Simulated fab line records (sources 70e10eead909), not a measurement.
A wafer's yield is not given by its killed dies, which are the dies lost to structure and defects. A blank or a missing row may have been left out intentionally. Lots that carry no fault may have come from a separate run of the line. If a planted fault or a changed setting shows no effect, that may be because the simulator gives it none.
Chamber matching | flow nand harc | 4 sister chambers for NHARC_A_M1_DESCUM_14 on rie diel-04
The step chemistry O2, time 3 s. 8 wafers are shown with their chamber, then 9 later ones without.

EACH WAFER AND ITS CHAMBER
wafer  | chamber | drypump motor current A (A) | rf vpp V (V)
L087.5 | 3       | 4.7                         | 58.2
L090.1 | 3       | 4.6                         | 57.0
L090.6 | 1       | 4.8                         | 59.1
L089.3 | 1       | 4.8                         | 60.1
L089.5 | 0       | 5.9                         | 58.0
L095.1 | 0       | 5.9                         | 57.0
L095.3 | 2       | 4.7                         | 56.6
L095.6 | 2       | 4.6                         | 56.5

WAFERS MISSING THEIR CHAMBER
wafer  | drypump motor current A (A) | rf vpp V (V)
L094.2 | 4.8                         | 57.7
L094.4 | 4.7                         | 59.1
L094.5 | 4.8                         | 58.2
L096.1 | 4.7                         | 57.5
L096.2 | 4.8                         | 57.7
L096.3 | 4.7                         | 57.5
L097.1 | 4.7                         | 56.2
L097.2 | 4.7                         | 57.5
L097.3 | 5.9                         | 57.3

EACH ONE'S CHAMBER
wafer  | from the rows above          | in truth
L094.2 | can't be placed: 1 or 3 or 2 | 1
L094.4 | can't be placed: 1 or 3 or 2 | 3
L094.5 | can't be placed: 1 or 3 or 2 | 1
L096.1 | can't be placed: 3 or 2      | 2
L096.2 | can't be placed: 1 or 3 or 2 | 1
L096.3 | can't be placed: 3 or 2      | 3
L097.1 | can't be placed: 2 or 3      | 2
L097.2 | can't be placed: 3 or 2      | 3
L097.3 | 0                            | 0
Placed correctly: 1 of 9. Can't be placed from these rows: 8 (the true chamber is among the candidates in 8). Wrongly placed: 0.
How it was worked out, from the rows above alone: a wafer's distance from a chamber is the root of the sum, over the readings, of the square of ((its reading less the chamber's mean) divided by the reading's scatter). The wafer belongs to the nearest chamber; if the next one is less than 2 further off, it can't be placed. Each chamber's mean is taken over the wafers shown for it. The scatter: take each reading less its chamber's mean, square it, sum over the shown wafers, divide by the number of wafers less the number of chambers, and take the root.
